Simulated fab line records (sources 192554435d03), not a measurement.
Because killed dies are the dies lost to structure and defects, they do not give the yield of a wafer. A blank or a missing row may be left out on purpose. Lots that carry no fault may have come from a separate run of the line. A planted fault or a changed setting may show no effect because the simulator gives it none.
Matching of chambers + flow n5Finfet + N5_BEOL_M13_ETCH_67 on rieDiel-01 has 4 sister chambers
The step etches SiARC in CF4, target depth 143 nm, time 238.3 s. 4 wafers are shown with their chamber, then 12 later ones without.

WAFERS PAIRED WITH THEIR CHAMBERS
| wafer  | chamber | showerheadPlenumPTorr (Torr) |
|--------|---------|------------------------------|
| L088.5 | 2       | 2.20                         |
| L087.1 | 1       | 2.11                         |
| L087.3 | 0       | 2.18                         |
| L087.4 | 3       | 2.20                         |

WAFERS MISSING THEIR CHAMBER
| wafer  | showerheadPlenumPTorr (Torr) |
|--------|------------------------------|
| L089.1 | 2.18                         |
| L089.2 | 2.11                         |
| L089.6 | 2.18                         |
| L091.2 | 2.20                         |
| L091.4 | 2.18                         |
| L091.5 | 2.20                         |
| L096.1 | 2.10                         |
| L096.4 | 2.10                         |
| L096.5 | 2.19                         |
| L095.3 | 2.19                         |
| L095.5 | 2.19                         |
| L095.6 | 2.19                         |

WHICH CHAMBER EACH ONE RAN IN
| wafer  | from the rows above          | in truth |
|--------|------------------------------|----------|
| L089.1 | 0                            | 0        |
| L089.2 | 1                            | 1        |
| L089.6 | 0                            | 0        |
| L091.2 | can't be placed: 2 or 3      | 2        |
| L091.4 | 0                            | 0        |
| L091.5 | can't be placed: 2 or 3      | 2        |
| L096.1 | 1                            | 1        |
| L096.4 | 1                            | 1        |
| L096.5 | can't be placed: 0 or 2 or 3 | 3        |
| L095.3 | can't be placed: 0 or 2 or 3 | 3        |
| L095.5 | can't be placed: 0 or 2 or 3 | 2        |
| L095.6 | can't be placed: 0 or 2 or 3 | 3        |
Correctly placed: 6 of 12. From these rows, 6 cannot be placed; in 6 the true chamber is one of the candidates. 0 placed wrongly.
How it was worked out, from the rows above alone: a wafer's distance from a chamber is the root of the sum, over the readings, of the square of ((its reading less the chamber's mean) divided by the reading's scatter). The wafer belongs to the nearest chamber; if the next one is less than 2 further off, it can't be placed. Each chamber's mean is taken over the wafers shown for it. The scatter: with one shown wafer a chamber, the root of the mean of the squares of how far each hidden wafer lies from its nearest shown one.
